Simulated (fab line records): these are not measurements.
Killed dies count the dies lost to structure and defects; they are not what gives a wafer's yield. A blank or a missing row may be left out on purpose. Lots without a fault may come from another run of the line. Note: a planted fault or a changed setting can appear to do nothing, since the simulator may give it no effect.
fab line records	flow n5Finfet
record lots=4	wafers=12	lastDay=18
route steps=1938 shown BEOL_M3@961 BEOL_M4@1111 PASSIVATION@1936
lots untouched by any fault: they come from a run of this same line in which no faults occurred
startH: hours from the record's first day to the start of the lot's first wafer shown	waitH: hours since the lot's step before	" repeats the value in the row above	L1.1+2: a single row standing in for several wafers	- either no value or no given start	* or withheld: withheld	< > ~ a bound
route shown NAME@n: NAME is a module with steps in the file, n the number in the route of the first one	usual: mean/standard deviation taken from wafers without a fault	same: alike in all rows	chamber/n: place in a boat	sites: the reading at each site	_std_site: standard deviation across them	_edge_site: the outer-site mean with the inner-site mean subtracted	radiusMm: how far each site lies from the wafer's centre	mask NAME#n: copy n	behind: the last tool/chamber to shape the wafer	hold: why the lot was held/for how many hours/how that ended	device: whichever transistor did not switch (one of n, p or np)	end of line: tests of these same wafers at the route's end	a step without rows: its recipe alone	killed: not the wafer's yield, but the dies lost to structure and defects at the first sort	map: shows each die of a wafer: x if killed, . if not, _ if none is there
set.NAME: the setting that was run; set.NAME@STEP: the one run at that earlier step	model.NAME: the simulator's own value behind a step, which no gauge read
certain route steps with their lots: each step a table, each wafer a row
services: a tool's chamber out of use, with start hour (startH, from the record's first day; less than 0 if before it), hours out, and reason
## steps
# step N5_BEOL_M3_EBR_24
# recipe solvent=PGMEA	ebrWidthMm=1.5
# step N5_BEOL_M3_SOFTBAKE_23
# recipe tempC=110	timeS=60	resist=CAR-EUV
# step N5_BEOL_M3_EXPOSE_25
# recipe maskId=V2	na=0.33	sourceShape=quasar	sigmaInner=0.2	sigmaOuter=0.8	polarization=unpolarized	defocusNm=5	doseMj=63
# step N5_BEOL_M3_PEB_26
# recipe pebTempC=100	pebTimeS=60	resist=CAR-EUV
# step N5_BEOL_M3_DEVELOP_27
# recipe developTimeS=30	developer=TMAH	resist=CAR-EUV	rinseLiquid=surfactantRinse	dry=airSpin	devTempC=23
# step N5_BEOL_M3_DESCUM_33
# recipe chemistry=O2	timeS=7	sourcePowerW=50	biasPowerW=20	pressureMtorr=20	rfFrequencyHz=2.712e+07	tempC=40	resist=CAR-EUV	o2FlowSccm=225
# step N5_BEOL_M3_ETCH_77
# recipe chemistry=N2/H2	target=underlayer	targetDepthA=65	maskMaterial=CAR-EUV	timeS=5.2	ionEnergyEv=200	pressureMtorr=30	sourceW=840	biasW=150	n2FlowSccm=200	h2FlowSccm=200	ends=cleared
# step N5_BEOL_M3_ETCH_69
# recipe chemistry=CF4	target=SiARC	targetDepthA=156	maskMaterial=CAR-EUV	timeS=26	ionEnergyEv=80	pressureMtorr=40	sourceW=545	biasW=36	Ar_flow_sccm=100	cf4FlowSccm=100	ends=cleared
# step N5_BEOL_M3_ALD_98
# recipe material=SiO2	targetThkA=25	tempC=100	aldPrecursorFamily=BDEAS	aldCoReactant=O2-plasma	pulseTimeS=1	coReactantPulseTimeS=1	purgeTimeS=2	coReactantPurgeTimeS=2	aldCycles=17	pressureTorr=2
# step N5_BEOL_M3_ETCHBACK_99
# recipe chemistry=CHF3	target=SiO2	targetDepthA=50	timeS=10.4	sourceW=215	biasW=47	Ar_flow_sccm=200	CHF3_flow_sccm=12	ionEnergyEv=100	pressureMtorr=30
# usual CHF3_flow_sccm=12.00/0.037	biasW=47.01/0.14	chamberPressureMTorr=30.001/0.028	drypumpMotorCurrentA=5.7/0.4	oesProductAu=0.80/0.088	rfVppV=241/4.9	showerheadPlenumPTorr=2.15/0.079	throttleValvePct=17.03/0.24
lot.wafer	tool	chamber	startH	waitH	CHF3_flow_sccm	biasW	chamberPressureMTorr	drypumpMotorCurrentA	oesProductAu	rfHoursCounterH	rfVppV	showerheadPlenumPTorr	throttleValvePct
L871.1	rieDiel-04	2	189.67	1.3	12.05	47.05	30.039	5.0	0.75	178	237	2.06	17.07
L871.2	"	0	"	"	12.00	46.96	29.961	6.3	0.86	49	234	2.09	17.14
L871.3	"	1	"	"	11.97	47.06	30.005	5.0	0.67	238	248	2.11	17.21
L879.2	rieDiel-04	2	242.71	8.2	-	-	-	-	-	-	-	-	-
L879.3	"	0	"	"	-	-	-	-	-	-	-	-	-
L879.4	"	3	"	"	-	-	-	-	-	-	-	-	-
L877.1	rieDiel-04	2	244.19	8.7	-	-	-	-	-	-	-	-	-
L877.4	"	2	"	"	-	-	-	-	-	-	-	-	-
L877.5	"	3	"	"	-	-	-	-	-	-	-	-	-
L887.1	rieDiel-03	0	291.49	7.2	12.00	47.15	29.951	5.8	0.69	209	237	2.21	17.49
L887.2	"	3	"	"	12.03	47.10	29.997	5.9	0.85	59	247	2.20	17.02
L887.6	"	3	"	"	12.06	46.87	29.974	5.9	0.85	-	248	2.19	17.04
# step N5_BEOL_M3_ETCH_70
# recipe chemistry=N2/H2	target=SOC	targetDepthA=800	overetchA=160	maskMaterial=SiARC	tempC=40	timeS=120	ionEnergyEv=200	pressureMtorr=30	sourceW=840	biasW=150	n2FlowSccm=200	h2FlowSccm=200
# step N5_BEOL_M4_RC_MEAS_101
# usual DIBL_N=36.9/1.7	DIBL_P=37.3/2.3	IOFF_N=0.16/0.033	IOFF_P=0.22/0.04	ION_N=673/12	ION_P=463/8	SS_N=71.6/0.58	SS_P=73.4/0.74	VT_N=250/3.2	VT_P=-250/3.4
lot.wafer	tool	chamber	startH	waitH	DIBL_N[mV/V]	DIBL_P[mV/V]	IOFF_N[nA/um]	IOFF_P[nA/um]	ION_N[uA/um]	ION_P[uA/um]	SS_N[mV/dec]	SS_P[mV/dec]	VT_N[mV]	VT_P[mV]
L871.1	prober-02	0	204.65	0.0	35.0	37.2	0.14	0.22	662	457	71.4	73.2	252	-251
L871.2	"	0	"	"	35.8	37.4	0.16	0.22	672	461	70.9	73.7	248	-250
L871.3	"	0	"	"	35.9	38.2	0.16	0.22	679	470	70.7	73.6	249	-250
L887.1	prober-02	0	307.44	0.0	37.5	38.2	0.14	0.21	665	464	71.6	74.4	253	-250
L887.2	"	0	"	"	38.8	40.8	0.19	0.26	682	473	71.6	74.9	248	-251
L887.6	"	0	"	"	36.7	37.2	0.14	0.20	672	461	71.2	73.6	255	-253
# step N5_PASSIVATION_PROBE_49
# usual defectLimitedYield=91.2/1.3	killed_at_M0_to_M3=34/10	killed_at_M4_up=13/4.6	killedAtContacts=13/5.5	killedAtFrontEnd=41/12	killedAtOther=2.8/2.4	killedDies=104/16	killedOnRim=14/4.2	killedOpen=67/12	killedShort=33/7.2	sort_bin_5_function=5.1/0.86	sort_bin_6_memory=3.3/0.62	sortNPass=1076/16	sortYieldPct=91.2/1.3
# same grossDies=1180	killedAtBackSide=0	sort_bin_4_leakage[%]=0	sort_bin_8_speed[%]=0
lot.wafer	tool	chamber	startH	waitH	defectLimitedYield[%]	killed_at_M0_to_M3	killed_at_M4_up	killedAtContacts	killedAtFrontEnd	killedAtOther	killedDies	killedOnRim	killedOpen	killedShort	sort_bin_5_function[%]	sort_bin_6_memory[%]	sortNPass	sortYieldPct[%]
L879.2	prober-02	-	359.04	0.1	0	1123	11	15	30	1	1180	152	54	32	96.5	3.0	0	0
L879.3	prober-02	-	359.09	0.1	0	1082	22	11	63	2	1180	152	90	53	95.3	3.9	0	0
L879.4	prober-02	-	359.14	0.2	0	1086	17	4	71	2	1180	152	75	48	94.9	4.5	0	0
L877.1	prober-02	-	364.53	0.0	0	1131	9	13	26	1	1180	152	46	32	97.0	2.6	0	0
L877.4	prober-02	-	364.68	0.2	0	1121	10	8	39	2	1180	152	62	28	97.4	2.3	0	0
L877.5	prober-02	-	364.73	0.2	0	1121	8	12	37	2	1180	152	59	49	96.9	2.6	0	0
# killed by level:class
L879.2 BEOL_M3:areaEtchback=1094 MOL_CONTACT_COAG:geometricParticle:open=12 GATE_CUT:geometricParticle:short=8 BEOL_M0_SAQP:geometricParticle:open=7 GATE_CUT:geometricParticle:open=6 BEOL_M1:geometricParticle:open=6 BEOL_M0_SAQP:geometricParticle:short=5 BEOL_M2:geometricParticle:open=4
L879.3 BEOL_M3:areaEtchback=1037 STI_FIN_REVEAL:geometricParticle:open=25 BEOL_M0_SAQP:geometricParticle:short=18 MOL_CONTACT_COAG:geometricParticle:open=11 GATE_CUT:geometricParticle:short=8 BEOL_M3:geometricParticle:open=8 BEOL_M0_SAQP:geometricParticle:open=7 BEOL_M1:geometricParticle:open=7
L879.4 BEOL_M3:areaEtchback=1056 STI_FIN_REVEAL:geometricParticle:open=15 FIN_SAQP:geometricParticle:short=14 BEOL_M0_SAQP:geometricParticle:short=10 BEOL_M2:geometricParticle:open=8 BEOL_M5:geometricParticle:open=7 FIN_SAQP:geometricParticle:open=6 STI_FIN_REVEAL:geometricParticle:short=6
L877.1 BEOL_M3:areaEtchback=1101 BEOL_M3:geometricParticle:open=10 MOL_CONTACT_COAG:geometricParticle:open=8 BEOL_M0_SAQP:geometricParticle:short=8 GATE_CUT:geometricParticle:short=5 MOL_CONTACT_COAG:geometricParticle:short=5 BEOL_M1:geometricParticle:open=5 BEOL_M4:geometricParticle:open=4
L877.4 BEOL_M3:areaEtchback=1090 GATE_CUT:geometricParticle:short=11 BEOL_M0_SAQP:geometricParticle:open=10 BEOL_M3:geometricParticle:open=10 GATE_CUT:geometricParticle:open=8 MOL_CONTACT_COAG:geometricParticle:open=8 BEOL_M4:geometricParticle:open=6 BEOL_M0_SAQP:geometricParticle:short=4
L877.5 BEOL_M3:areaEtchback=1072 BEOL_M0_SAQP:geometricParticle:short=20 BEOL_M3:geometricParticle:open=11 BEOL_M0_SAQP:geometricParticle:open=10 FIN_SAQP:geometricParticle:short=9 MOL_CONTACT_COAG:geometricParticle:open=9 GATE_CUT:geometricParticle:short=6 GATE_CUT:geometricParticle:open=6
# map L877.1 (x killed, . not)
_________________xxxxxxxxxxxx________________
______________xxxxxxxxxxxxxxxxxx_____________
___________xxxxxxxxxxxxxxxxxxxxxxxx__________
__________xxxxxxxxxxxxxxxxxxxxxxxxxx_________
________xxxxxxxxxxxxxxxxxxxxxxxxxxxxxx_______
_______xxxxxxxxxxxxxxxxxxxxxxxxxxxxxxxx______
______xxxxxxxxxxxxxxxxxxxxxxxxxxxxxxxxxx_____
_____xxxxxxxxxxxxxxxxxxxxxxxxxxxxxxxxxxxx____
____xxxxxxxxxxxxxxxxxxxxxxxxxxxxxxxxxxxxxx___
___xxxxxxxxxxxxxxxxxxxxxxxxxxxxxxxxxxxxxxxx__
___xxxxxxxxxxxxxxxxxxxxxxxxxxxxxxxxxxxxxxxx__
__xxxxxxxxxxxxxxxxxxxxxxxxxxxxxxxxxxxxxxxxxx_
__xxxxxxxxxxxxxxxxxxxxxxxxxxxxxxxxxxxxxxxxxx_
_xxxxxxxxxxxxxxxxxxxxxxxxxxxxxxxxxxxxxxxxxxxx
_xxxxxxxxxxxxxxxxxxxxxxxxxxxxxxxxxxxxxxxxxxxx
_xxxxxxxxxxxxxxxxxxxxxxxxxxxxxxxxxxxxxxxxxxxx
_xxxxxxxxxxxxxxxxxxxxxxxxxxxxxxxxxxxxxxxxxxxx
_xxxxxxxxxxxxxxxxxxxxxxxxxxxxxxxxxxxxxxxxxxxx
_xxxxxxxxxxxxxxxxxxxxxxxxxxxxxxxxxxxxxxxxxxxx
_xxxxxxxxxxxxxxxxxxxxxxxxxxxxxxxxxxxxxxxxxxxx
_xxxxxxxxxxxxxxxxxxxxxxxxxxxxxxxxxxxxxxxxxxxx
__xxxxxxxxxxxxxxxxxxxxxxxxxxxxxxxxxxxxxxxxxx_
__xxxxxxxxxxxxxxxxxxxxxxxxxxxxxxxxxxxxxxxxxx_
___xxxxxxxxxxxxxxxxxxxxxxxxxxxxxxxxxxxxxxxx__
___xxxxxxxxxxxxxxxxxxxxxxxxxxxxxxxxxxxxxxxx__
____xxxxxxxxxxxxxxxxxxxxxxxxxxxxxxxxxxxxxx___
_____xxxxxxxxxxxxxxxxxxxxxxxxxxxxxxxxxxxx____
______xxxxxxxxxxxxxxxxxxxxxxxxxxxxxxxxxx_____
_______xxxxxxxxxxxxxxxxxxxxxxxxxxxxxxxx______
________xxxxxxxxxxxxxxxxxxxxxxxxxxxxxx_______
__________xxxxxxxxxxxxxxxxxxxxxxxxxx_________
___________xxxxxxxxxxxxxxxxxxxxxxxx__________
______________xxxxxxxxxxxxxxxxxx_____________
_________________xxxxxxxxxxxx________________
# map L879.2 (x killed, . not)
_________________xxxxxxxxxxxx________________
______________xxxxxxxxxxxxxxxxxx_____________
___________xxxxxxxxxxxxxxxxxxxxxxxx__________
__________xxxxxxxxxxxxxxxxxxxxxxxxxx_________
________xxxxxxxxxxxxxxxxxxxxxxxxxxxxxx_______
_______xxxxxxxxxxxxxxxxxxxxxxxxxxxxxxxx______
______xxxxxxxxxxxxxxxxxxxxxxxxxxxxxxxxxx_____
_____xxxxxxxxxxxxxxxxxxxxxxxxxxxxxxxxxxxx____
____xxxxxxxxxxxxxxxxxxxxxxxxxxxxxxxxxxxxxx___
___xxxxxxxxxxxxxxxxxxxxxxxxxxxxxxxxxxxxxxxx__
___xxxxxxxxxxxxxxxxxxxxxxxxxxxxxxxxxxxxxxxx__
__xxxxxxxxxxxxxxxxxxxxxxxxxxxxxxxxxxxxxxxxxx_
__xxxxxxxxxxxxxxxxxxxxxxxxxxxxxxxxxxxxxxxxxx_
_xxxxxxxxxxxxxxxxxxxxxxxxxxxxxxxxxxxxxxxxxxxx
_xxxxxxxxxxxxxxxxxxxxxxxxxxxxxxxxxxxxxxxxxxxx
_xxxxxxxxxxxxxxxxxxxxxxxxxxxxxxxxxxxxxxxxxxxx
_xxxxxxxxxxxxxxxxxxxxxxxxxxxxxxxxxxxxxxxxxxxx
_xxxxxxxxxxxxxxxxxxxxxxxxxxxxxxxxxxxxxxxxxxxx
_xxxxxxxxxxxxxxxxxxxxxxxxxxxxxxxxxxxxxxxxxxxx
_xxxxxxxxxxxxxxxxxxxxxxxxxxxxxxxxxxxxxxxxxxxx
_xxxxxxxxxxxxxxxxxxxxxxxxxxxxxxxxxxxxxxxxxxxx
__xxxxxxxxxxxxxxxxxxxxxxxxxxxxxxxxxxxxxxxxxx_
__xxxxxxxxxxxxxxxxxxxxxxxxxxxxxxxxxxxxxxxxxx_
___xxxxxxxxxxxxxxxxxxxxxxxxxxxxxxxxxxxxxxxx__
___xxxxxxxxxxxxxxxxxxxxxxxxxxxxxxxxxxxxxxxx__
____xxxxxxxxxxxxxxxxxxxxxxxxxxxxxxxxxxxxxx___
_____xxxxxxxxxxxxxxxxxxxxxxxxxxxxxxxxxxxx____
______xxxxxxxxxxxxxxxxxxxxxxxxxxxxxxxxxx_____
_______xxxxxxxxxxxxxxxxxxxxxxxxxxxxxxxx______
________xxxxxxxxxxxxxxxxxxxxxxxxxxxxxx_______
__________xxxxxxxxxxxxxxxxxxxxxxxxxx_________
___________xxxxxxxxxxxxxxxxxxxxxxxx__________
______________xxxxxxxxxxxxxxxxxx_____________
_________________xxxxxxxxxxxx________________
## services
tool	chamber	startH	hours	kind
rieDiel-04	-	199.56	1.0	repair
rieDiel-04	1	231.91	-	clean
rieDiel-04	1	231.91	-	consumableReplace:focusRing
rieDiel-04	1	231.91	14.9	scheduledDown
rieDiel-04	1	231.91	14.9	ventCycle
rieDiel-03	2	284.87	-	clean
rieDiel-03	2	284.87	-	consumableReplace:focusRing
rieDiel-03	2	284.87	-	consumableReplace:showerhead
rieDiel-03	2	284.87	22.5	scheduledDown
rieDiel-03	2	284.87	22.5	ventCycle
## key
firstSign step=N5_BEOL_M3_ETCHBACK_99	reading=toolRecord	direction=missing
effect step=N5_PASSIVATION_PROBE_49	reading=sort_bin_5_function	direction=up	sigmas=99+	usual=5.1	struck=96.4
moreKillsBornAt N5_BEOL_M3_ETCHBACK_99@rieDiel-04=6450
metAt N5_BEOL_M3_ETCHBACK_99
struckWafers L877.1,L877.4,L877.5,L879.2,L879.3,L879.4
laterRowsLeftOut L877.1,L877.4,L877.5,L879.2,L879.3,L879.4
onsetBetween 189.67 242.71
fault kind=skippedStepWhole	tool=rieDiel-04	chamber=-	onsetH=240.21	steps=N5_BEOL_M3_ETCHBACK_99	scope=struckLotsOnly
# laterRowsLeftOut: the simulator's readings of these wafers behind a module that went badly wrong aren't trusted and aren't shown, but for the sort
